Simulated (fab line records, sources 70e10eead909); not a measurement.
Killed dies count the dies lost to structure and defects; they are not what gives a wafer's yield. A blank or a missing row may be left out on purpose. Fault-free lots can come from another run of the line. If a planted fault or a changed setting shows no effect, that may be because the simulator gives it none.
Which tool is to blame?	flow nand-harc	Sampling: 23 lots, 69 wafers, 6 of 1302 route steps

## WHAT THE GAUGES SHOWED, per wafer
The record lacks any reading of a measuring or inspecting step that a usual standard deviation could be used to judge.

## WHICH TOOL RAN EACH LOT (tool, then ch and the chambers of the sampled wafers, then the start)
lot	NHARC_A_STAIRCASE_ETCH_292	NHARC_A_STAIRCASE_STRIP_476	NHARC_A_STAIRCASE_DEP_151	NHARC_A_STAIRCASE_CMP_472	NHARC_A_SGD_CUT_DESCUM_14	NHARC_A_SLIT_DEP_25
L074	rie-diel-13 ch 1,2,3, day 16 08:17	rie-diel-13 ch 0,1, day 16 20:49	pecvd-04 ch 0,2, day 17 06:21	cmp-01 ch 0,2,3, day 18 18:21	rie-diel-09 ch 0,1,3, day 18 19:38	pecvd-01 ch 1,2, day 19 01:56
L075	rie-diel-07 ch 0,1,3, day 17 06:14	rie-diel-01 ch 0,1,3, day 17 16:09	pecvd-03 ch 1,2, day 18 03:10	cmp-01 ch 0,2, day 19 11:58	rie-diel-03 ch 0,3, day 19 13:08	pecvd-03 ch 0,1,2, day 19 19:49
L076	rie-diel-07 ch 0,1, day 17 08:20	rie-diel-07 ch 0,3, day 17 18:22	pecvd-04 ch 0,2, day 18 03:10	cmp-04 ch 0,1,2, day 19 12:04	rie-diel-08 ch 0,1,3, day 19 13:20	pecvd-01 ch 0,1,2, day 19 19:43
L077	rie-diel-01 ch 0,1, day 18 02:23	rie-diel-01 ch 2,3, day 18 12:54	pecvd-02 ch 0,1,2, day 19 04:28	cmp-04 ch 0,3, day 20 19:10	rie-diel-08 ch 0,1,3, day 20 20:30	pecvd-01 ch 0,1, day 21 02:59
L078	rie-diel-07 ch 0,3, day 18 04:49	rie-diel-07 ch 1,2, day 18 14:35	pecvd-03 ch 0,1,2, day 19 04:40	cmp-02 ch 1,2,3, day 20 19:07	rie-diel-03 ch 1,2,3, day 20 20:17	pecvd-03 ch 0,1,2, day 21 03:14
L079	rie-diel-01 ch 0,1,2, day 18 12:52	rie-diel-01 ch 0,1,2, day 18 21:53	pecvd-02 ch 1,2, day 19 08:59	cmp-01 ch 0,1,2, day 20 19:27	rie-diel-09 ch 0,2, day 20 20:49	pecvd-04 ch 0,1, day 21 03:02
L081	rie-diel-07 ch 0,2,3, day 19 17:04	rie-diel-07 ch 1,2,3, day 20 02:58	pecvd-04 ch 0,1, day 20 14:16	cmp-02 ch 1,2,3, day 22 01:42	rie-diel-09 ch 1,3, day 22 02:58	pecvd-04 ch 1,2, day 22 09:36
L080	rie-diel-01 ch 0,2,3, day 19 18:33	rie-diel-13 ch 1,2,3, day 20 04:53	pecvd-03 ch 0,1, day 20 14:17	cmp-01 ch 0,2,3, day 22 01:40	rie-diel-03 ch 0,1, day 22 03:07	pecvd-04 ch 1,2, day 22 09:47
L082	rie-diel-13 ch 1,3, day 19 19:08	rie-diel-13 ch 1,2, day 20 06:37	pecvd-04 ch 0,2, day 20 17:48	cmp-02 ch 1,3, day 22 01:52	rie-diel-08 ch 2,3, day 22 03:16	pecvd-03 ch 0,1,2, day 22 09:43
L084	rie-diel-13 ch 0,2,3, day 20 23:15	rie-diel-13 ch 0,2,3, day 21 08:20	pecvd-03 ch 0,1,2, day 21 19:16	cmp-01 ch 0,1,2, day 23 06:13	rie-diel-03 ch 0,1,2, day 23 07:31	pecvd-01 ch 0,1,2, day 23 15:49
L083	rie-diel-13 ch 0,1,3, day 21 00:34	rie-diel-13 ch 0,1,2, day 21 10:10	pecvd-02 ch 1, day 21 19:25	cmp-02 ch 0,2, day 23 05:55	rie-diel-09 ch 2,3, day 23 07:07	pecvd-04 ch 0,1, day 23 15:52
L085	rie-diel-07 ch 1,3, day 21 01:14	rie-diel-07 ch 0,1,3, day 21 15:41	pecvd-03 ch 0,2, day 22 02:47	cmp-02 ch 1,3, day 23 09:58	rie-diel-09 ch 0,3, day 23 11:16	pecvd-03 ch 0,2, day 23 15:58
L086	rie-diel-07 ch 0,1,3, day 22 01:51	rie-diel-07 ch 2,3, day 22 10:53	pecvd-02 ch 0,2, day 22 21:52	cmp-04 ch 1,2, day 24 04:38	rie-diel-08 ch 1,2,3, day 24 05:57	pecvd-01 ch 0,1,2, day 24 12:34
L087	rie-diel-13 ch 0,1,2, day 22 04:01	rie-diel-07 ch 0,1,3, day 22 15:44	pecvd-03 ch 0,1,2, day 23 02:43	cmp-04 ch 1,2,3, day 24 16:04	rie-diel-09 ch 2,3, day 24 17:22	pecvd-01 ch 0,1,2, day 24 23:55
L089	rie-diel-01 ch 1,3, day 22 18:19	rie-diel-07 ch 1,2,3, day 23 06:17	pecvd-02 ch 1,2, day 23 18:59	cmp-04 ch 0,2,3, day 25 08:04	rie-diel-08 ch 0,1,3, day 25 09:23	pecvd-04 ch 0,2, day 25 16:00
L088	rie-diel-07 ch 2,3, day 23 08:43	rie-diel-13 ch 0,1,3, day 23 17:51	pecvd-02 ch 0,1,2, day 24 04:44	cmp-02 ch 0,3, day 25 08:16	rie-diel-09 ch 1,2,3, day 25 09:36	pecvd-03 ch 1,2, day 25 16:01
L091	rie-diel-01 ch 2,3, day 23 10:35	rie-diel-13 ch 2,3, day 23 21:26	pecvd-03 ch 0,1,2, day 24 08:24	cmp-02 ch 0,2, day 25 19:32	rie-diel-03 ch 0,1,3, day 25 20:53	pecvd-01 ch 0,1,2, day 26 02:23
L090	rie-diel-13 ch 0,1,3, day 23 12:31	rie-diel-07 ch 0,1,2, day 24 00:37	pecvd-04 ch 0,1,2, day 24 11:38	cmp-04 ch 0,1,3, day 25 18:20	rie-diel-09 ch 0,1,3, day 25 19:47	pecvd-03 ch 0,1,2, day 26 02:24
L092	rie-diel-07 ch 0,1,3, day 24 00:49	rie-diel-07 ch 0,1, day 24 12:52	pecvd-04 ch 0,1,2, day 24 23:44	cmp-02 ch 0,2, day 26 06:01	rie-diel-09 ch 2,3, day 26 07:19	pecvd-03 ch 0,1,2, day 26 14:31
L093	rie-diel-13 ch 0,1,3, day 24 12:08	rie-diel-13 ch 0,1,3, day 24 21:50	pecvd-03 ch 0,1,2, day 25 08:44	cmp-02 ch 0,1,2, day 26 15:46	rie-diel-03 ch 0,1, day 26 17:03	pecvd-01 ch 1,2, day 27 00:07
L094	rie-diel-13 ch 0,1,3, day 25 03:48	rie-diel-01 ch 0,1,3, day 25 14:19	pecvd-03 ch 1,2, day 26 01:25	cmp-02 ch 1,3, day 27 08:25	rie-diel-09 ch 0,1, day 27 09:44	pecvd-03 ch 0,1,2, day 27 16:35
L095	rie-diel-13 ch 1,2, day 25 18:15	rie-diel-13 ch 0,2,3, day 26 05:19	pecvd-04 ch 0,1,2, day 26 16:13	cmp-02 ch 0,1,2, day 28 06:04	rie-diel-08 ch 0,1,2, day 28 07:28	pecvd-01 ch 0,1, day 28 14:19
L097	rie-diel-13 ch 0,1,3, day 26 13:05	rie-diel-07 ch 1,2,3, day 27 02:31	pecvd-02 ch 1,2, day 27 13:33	cmp-02 ch 0,2,3, day 29 02:10	rie-diel-08 ch 1,2,3, day 29 03:28	pecvd-03 ch 0,1, day 29 10:14
- NHARC_A_STAIRCASE_ETCH_292: etches the open film in CF4/CHF3.
- NHARC_A_STAIRCASE_STRIP_476: strips in O2, time 20 s.
- NHARC_A_STAIRCASE_DEP_151: deposits SiO2, target thk 7200 nm.
- NHARC_A_STAIRCASE_CMP_472: polishes SiO2.
- NHARC_A_SGD_CUT_DESCUM_14: chemistry O2, time 3 s.
- NHARC_A_SLIT_DEP_25: deposits SiO2, target thk 200 nm.

## AS READ BY THE TOOLS THEMSELVES (means over the sampled wafers that have a number; for cases with no such wafer, the mark the record gives instead)
NHARC_A_STAIRCASE_ETCH_292.
lot	tool	chamber-pressure-mTorr (mTorr)	drypump-motor-current-A (A)	oes-product-au (a.u.)	rf-vpp-V (V)	showerhead-plenum-p-Torr (Torr)	throttle-valve-pct (%)
L074	rie-diel-13	24.999	5.9	0.918	368.7	1.54	16.803
L075	rie-diel-07	24.999	5.6	0.934	371.7	1.60	16.810
L076	rie-diel-07	24.982	6.0	0.937	372.7	1.62	16.806
L077	rie-diel-01	25.010	5.8	0.968	369.2	1.53	16.801
L078	rie-diel-07	25.002	5.1	0.936	371.3	1.59	16.798
L079	rie-diel-01	25.001	5.4	0.925	369.6	1.55	16.802
L081	rie-diel-07	24.988	5.6	0.968	370.0	1.57	16.804
L080	rie-diel-01	24.995	5.7	0.940	369.3	1.54	16.798
L082	rie-diel-13	25.005	6.0	0.931	369.8	1.54	16.808
L084	rie-diel-13	24.974	5.8	0.924	370.0	1.55	16.807
L083	rie-diel-13	25.005	5.8	0.919	370.1	1.55	16.817
L085	rie-diel-07	25.012	5.8	0.984	371.4	1.59	16.802
L086	rie-diel-07	25.017	5.6	0.947	371.8	1.59	16.792
L087	rie-diel-13	24.994	5.6	0.931	369.4	1.54	16.798
L089	rie-diel-01	25.010	5.3	0.924	369.5	1.54	16.806
L088	rie-diel-07	24.980	5.8	0.924	369.5	1.54	16.794
L091	rie-diel-01	25.013	5.4	0.968	371.1	1.55	16.799
L090	rie-diel-13	25.026	5.8	0.918	369.5	1.55	16.802
L092	rie-diel-07	25.001	5.6	0.969	370.2	1.59	16.799
L093	rie-diel-13	24.984	5.7	0.920	369.6	1.55	16.806
L094	rie-diel-13	25.006	5.7	0.914	369.1	1.54	16.799
L095	rie-diel-13	24.998	5.8	0.967	369.6	1.52	16.801
L097	rie-diel-13	25.008	5.7	0.916	369.2	1.54	16.798

NHARC_A_STAIRCASE_STRIP_476.
lot	tool	chamber-pressure-mTorr (mTorr)	drypump-motor-current-A (A)	oes-product-au (a.u.)	rf-vpp-V (V)	showerhead-plenum-p-Torr (Torr)	throttle-valve-pct (%)
L074	rie-diel-13	59.95	5.5	1.009	57.1	3.53	17.035
L075	rie-diel-01	60.01	5.6	1.006	57.3	3.46	17.031
L076	rie-diel-07	59.99	5.2	0.998	58.5	3.56	17.035
L077	rie-diel-01	59.99	5.5	1.007	56.8	3.49	17.034
L078	rie-diel-07	60.03	6.2	1.007	57.7	3.50	17.030
L079	rie-diel-01	60.03	5.4	1.005	57.6	3.47	17.024
L081	rie-diel-07	60.01	5.8	1.016	57.6	3.51	17.034
L080	rie-diel-13	60.02	5.9	0.996	57.1	3.44	17.032
L082	rie-diel-13	59.99	5.8	1.002	57.9	3.43	17.041
L084	rie-diel-13	60.01	5.9	0.994	57.3	3.48	17.034
L083	rie-diel-13	60.04	5.7	1.000	57.2	3.46	17.037
L085	rie-diel-07	60.02	5.6	1.012	59.0	3.58	17.033
L086	rie-diel-07	60.06	5.4	0.999	57.2	3.47	17.042
L087	rie-diel-07	59.98	5.6	1.004	57.6	3.57	17.026
L089	rie-diel-07	59.92	5.8	1.007	57.9	3.50	17.035
L088	rie-diel-13	60.01	5.8	0.994	57.5	3.47	17.038
L091	rie-diel-13	59.97	6.0	0.989	57.9	3.43	17.039
L090	rie-diel-07	59.99	6.0	1.013	57.4	3.55	17.039
L092	rie-diel-07	59.99	5.8	1.011	58.4	3.62	17.041
L093	rie-diel-13	60.01	5.8	0.986	57.4	3.46	17.032
L094	rie-diel-01	59.97	5.6	1.009	57.5	3.42	17.039
L095	rie-diel-13	59.96	5.8	0.995	57.3	3.46	17.030
L097	rie-diel-07	59.96	5.8	0.997	57.2	3.48	17.029

NHARC_A_STAIRCASE_DEP_151.
lot	tool	heater-power-w (W)
L074	pecvd-04	732
L075	pecvd-03	705
L076	pecvd-04	743
L077	pecvd-02	686
L078	pecvd-03	662
L079	pecvd-02	642
L081	pecvd-04	707
L080	pecvd-03	691
L082	pecvd-04	702
L084	pecvd-03	807
L083	pecvd-02	675
L085	pecvd-03	755
L086	pecvd-02	652
L087	pecvd-03	728
L089	pecvd-02	639
L088	pecvd-02	622
L091	pecvd-03	712
L090	pecvd-04	791
L092	pecvd-04	715
L093	pecvd-03	673
L094	pecvd-03	693
L095	pecvd-04	695
L097	pecvd-02	713

NHARC_A_STAIRCASE_CMP_472.
lot	tool	motor-current-A (A)	slurry-flow-ml-min
L074	cmp-01	11.8	150.0
L075	cmp-01	12.9	149.5
L076	cmp-04	10.8	149.6
L077	cmp-04	11.4	150.0
L078	cmp-02	11.5	150.1
L079	cmp-01	12.3	150.0
L081	cmp-02	11.7	150.2
L080	cmp-01	12.0	150.5
L082	cmp-02	10.9	150.2
L084	cmp-01	12.4	150.2
L083	cmp-02	12.5	150.4
L085	cmp-02	11.6	150.4
L086	cmp-04	10.6	150.2
L087	cmp-04	11.0	149.9
L089	cmp-04	12.0	149.4
L088	cmp-02	11.2	150.3
L091	cmp-02	13.0	150.3
L090	cmp-04	10.9	150.1
L092	cmp-02	12.5	150.2
L093	cmp-02	12.3	150.1
L094	cmp-02	11.2	149.8
L095	cmp-02	12.2	150.4
L097	cmp-02	11.9	150.3

NHARC_A_SGD_CUT_DESCUM_14.
lot	tool	chamber-pressure-mTorr (mTorr)	drypump-motor-current-A (A)	oes-product-au (a.u.)	rf-vpp-V (V)	showerhead-plenum-p-Torr (Torr)	throttle-valve-pct (%)
L074	rie-diel-09	60.02	5.89	0.997	57.1	1.89	11.316
L075	rie-diel-03	60.01	5.86	0.973	57.5	1.84	11.324
L076	rie-diel-08	59.99	5.76	0.996	57.8	1.87	11.309
L077	rie-diel-08	59.98	5.76	0.995	57.6	1.86	11.311
L078	rie-diel-03	60.02	6.24	0.995	57.9	1.88	11.308
L079	rie-diel-09	59.95	5.99	1.009	57.6	1.81	11.317
L081	rie-diel-09	59.93	5.80	0.998	57.7	1.96	11.310
L080	rie-diel-03	60.03	6.31	1.011	58.6	1.90	11.310
L082	rie-diel-08	59.97	5.75	0.991	57.5	1.84	11.318
L084	rie-diel-03	59.96	6.14	0.998	56.4	1.85	11.310
L083	rie-diel-09	59.99	6.04	0.997	57.2	1.85	11.307
L085	rie-diel-09	60.00	5.99	1.018	57.5	1.81	11.307
L086	rie-diel-08	59.95	5.85	0.992	57.5	1.85	11.309
L087	rie-diel-09	59.99	6.06	1.001	56.9	1.85	11.327
L089	rie-diel-08	60.06	5.77	0.988	58.5	1.86	11.302
L088	rie-diel-09	60.00	5.92	1.015	58.5	1.90	11.309
L091	rie-diel-03	59.93	6.21	1.003	58.7	1.89	11.306
L090	rie-diel-09	59.99	5.91	1.006	58.2	1.88	11.324
L092	rie-diel-09	59.95	6.05	1.006	57.5	1.85	11.313
L093	rie-diel-03	59.99	6.04	0.986	57.5	1.85	11.312
L094	rie-diel-09	60.06	5.89	1.011	58.2	1.86	11.307
L095	rie-diel-08	59.96	6.00	0.996	57.1	1.84	11.319
L097	rie-diel-08	60.04	5.86	0.989	56.9	1.85	11.302

NHARC_A_SLIT_DEP_25.
lot	tool	heater-power-w (W)	throttle-valve-pct (%)
L074	pecvd-01	484	15.7
L075	pecvd-03	653	16.3
L076	pecvd-01	487	15.9
L077	pecvd-01	460	15.7
L078	pecvd-03	629	16.3
L079	pecvd-04	596	15.8
L081	pecvd-04	601	16.4
L080	pecvd-04	663	16.4
L082	pecvd-03	606	16.4
L084	pecvd-01	512	15.6
L083	pecvd-04	607	15.9
L085	pecvd-03	668	16.5
L086	pecvd-01	479	15.5
L087	pecvd-01	490	15.6
L089	pecvd-04	656	16.0
L088	pecvd-03	627	16.2
L091	pecvd-01	491	15.7
L090	pecvd-03	552	16.3
L092	pecvd-03	633	16.4
L093	pecvd-01	524	15.9
L094	pecvd-03	596	16.2
L095	pecvd-01	510	15.8
L097	pecvd-03	576	16.3

## THE ANSWER, worked out from the rows above alone
Rule: usual is defined by the lots themselves. Put in order of their means at a reading, lots are off if they are a third of the lots or fewer, leave a main group of 4 or more, and stand apart from it by a gap of 3 or more times the standard deviation of the main group's means; of several such gaps the widest counts. The tables above print the reading to a certain number of digits; a main group whose means all agree to those digits is not used. Also off: a lot with no number at a reading for which 4 or more lots have one. All remaining lots with rows at the step are treated as sound. First the gauges in route order, then the tools' own readings, where a lot's mean is used as printed above. The first step at which some lot is off is used, and at that step the reading that is off furthest; a lot without a number counts as furthest.
No lot is off at any reading shown: from this, nothing can be told.

## WHAT HAD BEEN PUT IN BY THE SIMULATOR
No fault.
